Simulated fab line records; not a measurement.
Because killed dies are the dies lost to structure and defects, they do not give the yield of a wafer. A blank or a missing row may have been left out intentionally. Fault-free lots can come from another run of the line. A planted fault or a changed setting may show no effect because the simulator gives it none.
fab line records -- flow n5-finfet
record lots=7, wafers=39
route steps=1938 shown SD_ACTIVATION@331
start-h: hours from the record's first day to the start of the lot's first wafer shown -- wait-h: time in hours since the lot's previous step -- " unchanged from the row above -- L1.1+2: a single row standing in for several wafers -- - no value present, or no start provided -- * or withheld: withheld -- < > ~ a bound
route shown NAME@n: names a module that has steps shown in the file, with the first one's number in the route -- usual: mean/standard deviation of fault-free wafers -- same: alike in all rows -- chamber/n: place in a boat -- sites: readings site by site -- _std_site: standard deviation of those values -- _edge_site: the outer-site mean with the inner-site mean subtracted -- radius-mm: for every site, how far away it sits from the centre of the wafer -- mask NAME#n: copy n -- behind: the tool/chamber that last shaped the wafer -- hold: why the lot went on hold/how many hours it stayed there/how the hold came to an end -- device: names the non-switching transistor (n, p or np) -- end of line: the route-end tests of the same wafers -- where a step has no rows: the recipe by itself -- killed: the dies lost at the first sort to structure and to defects; this is not the yield of the wafer -- map: the dies of a wafer, with x for killed, . for not killed, _ for no die there
set.NAME: the setting the step ran with; set.NAME@STEP: the setting that earlier step ran with -- model.NAME: the simulator's own value behind a step, which no gauge read
lots with deliberately changed settings; one table per step, one row per wafer
## steps
# step N5_SD_ACTIVATION_LSA_01
# recipe temp-c=1080, time-s=0.0008, ambient=N2
lot.wafer,tool,chamber,start-h,wait-h,set.time-s
L076.1+2+3+4+5+6,laser-anneal-01,0,69.53,0.2,0.0008
L075.1+2+6,laser-anneal-01,0,70.16,0.2,0.0008
L075.3+4+5,laser-anneal-01,0,70.16,0.2,0.001051
L085.1+4+5,laser-anneal-02,0,121.91,0.2,0.0008
L085.2+3+6,laser-anneal-02,0,121.91,0.2,0.0005957
L087.2+3+6,laser-anneal-01,0,138.53,0.6,0.0008
L088.1+2+3,laser-anneal-01,0,142.73,0.2,0.0008
L088.4+5+6,laser-anneal-01,0,142.73,0.2,0.001004
L092.1+3+6,laser-anneal-02,0,165.22,0.2,0.0009334
L092.2+4+5,laser-anneal-02,0,165.22,0.2,0.0008
L097.1+3+6,laser-anneal-01,0,200.09,0.2,0.0008
L097.2+4+5,laser-anneal-01,0,200.09,0.2,0.0006837
# step N5_SD_ACTIVATION_RS_MEAS_03
# recipe thk-meas-gauge=four-point-probe
# usual RS_SD_N=21.92/0.3, RS_SD_P=55.7/0.96
lot.wafer,tool,chamber,start-h,wait-h,set.time-s@SD_ACTIVATION_LSA_01,RS_SD_N[ohm/sq],RS_SD_P[ohm/sq]
L076.1,film-metro-01,-,69.74,0.2,0.0008,22.27,56.7
L076.2,film-metro-01,-,69.74,0.2,0.0008,22.17,56.0
L076.3,film-metro-01,-,69.74,0.2,0.0008,22.40,56.0
L076.4,film-metro-01,-,69.74,0.2,0.0008,21.95,56.1
L076.5,film-metro-01,-,69.74,0.2,0.0008,21.88,56.3
L076.6,film-metro-01,-,69.74,0.2,0.0008,21.95,55.2
L075.1,film-metro-01,-,70.37,0.2,0.0008,22.10,55.7
L075.2,film-metro-01,-,70.37,0.2,0.0008,21.87,56.6
L075.3,film-metro-01,-,70.37,0.2,0.001051,20.84,55.0
L075.4,film-metro-01,-,70.37,0.2,0.001051,21.13,55.4
L075.5,film-metro-01,-,70.37,0.2,0.001051,21.32,55.5
L075.6,film-metro-01,-,70.37,0.2,0.0008,21.72,55.1
L085.1,film-metro-02,-,122.12,0.2,0.0008,22.12,57.7
L085.2,film-metro-02,-,122.12,0.2,0.0005957,23.13,57.1
L085.3,film-metro-02,-,122.12,0.2,0.0005957,23.44,57.7
L085.4,film-metro-02,-,122.12,0.2,0.0008,22.44,57.9
L085.5,film-metro-02,-,122.12,0.2,0.0008,22.19,58.0
L085.6,film-metro-02,-,122.12,0.2,0.0005957,23.02,58.3
L087.2,film-metro-02,-,138.74,0.2,0.0008,21.70,55.4
L087.3,film-metro-02,-,138.74,0.2,0.0008,22.15,55.9
L087.6,film-metro-02,-,138.74,0.2,0.0008,22.30,55.4
L088.1,film-metro-01,-,142.93,0.2,0.0008,21.73,54.7
L088.2,film-metro-01,-,142.93,0.2,0.0008,21.62,54.2
L088.3,film-metro-01,-,142.93,0.2,0.0008,21.49,54.8
L088.4,film-metro-01,-,142.93,0.2,0.001004,20.85,55.0
L088.5,film-metro-01,-,142.93,0.2,0.001004,21.02,54.3
L088.6,film-metro-01,-,142.93,0.2,0.001004,20.75,55.1
L092.1,film-metro-02,-,165.42,0.2,0.0009334,21.71,57.3
L092.2,film-metro-02,-,165.42,0.2,0.0008,22.06,56.1
L092.3,film-metro-02,-,165.42,0.2,0.0009334,21.36,56.5
L092.4,film-metro-02,-,165.42,0.2,0.0008,21.86,57.3
L092.5,film-metro-02,-,165.42,0.2,0.0008,21.90,56.6
L092.6,film-metro-02,-,165.42,0.2,0.0009334,21.52,56.9
L097.1,film-metro-01,-,200.29,0.2,0.0008,21.55,57.2
L097.2,film-metro-01,-,200.29,0.2,0.0006837,22.57,57.9
L097.3,film-metro-01,-,200.29,0.2,0.0008,21.85,56.7
L097.4,film-metro-01,-,200.29,0.2,0.0006837,22.13,56.4
L097.5,film-metro-01,-,200.29,0.2,0.0006837,21.78,57.0
L097.6,film-metro-01,-,200.29,0.2,0.0008,21.45,57.5
## key
split step=N5_SD_ACTIVATION_LSA_01, setting=time-s, stated=0.0008, by=wafer
response step=N5_SD_ACTIVATION_RS_MEAS_03, reading=RS_SD_N, change=-0.0299, per=1%, r=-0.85
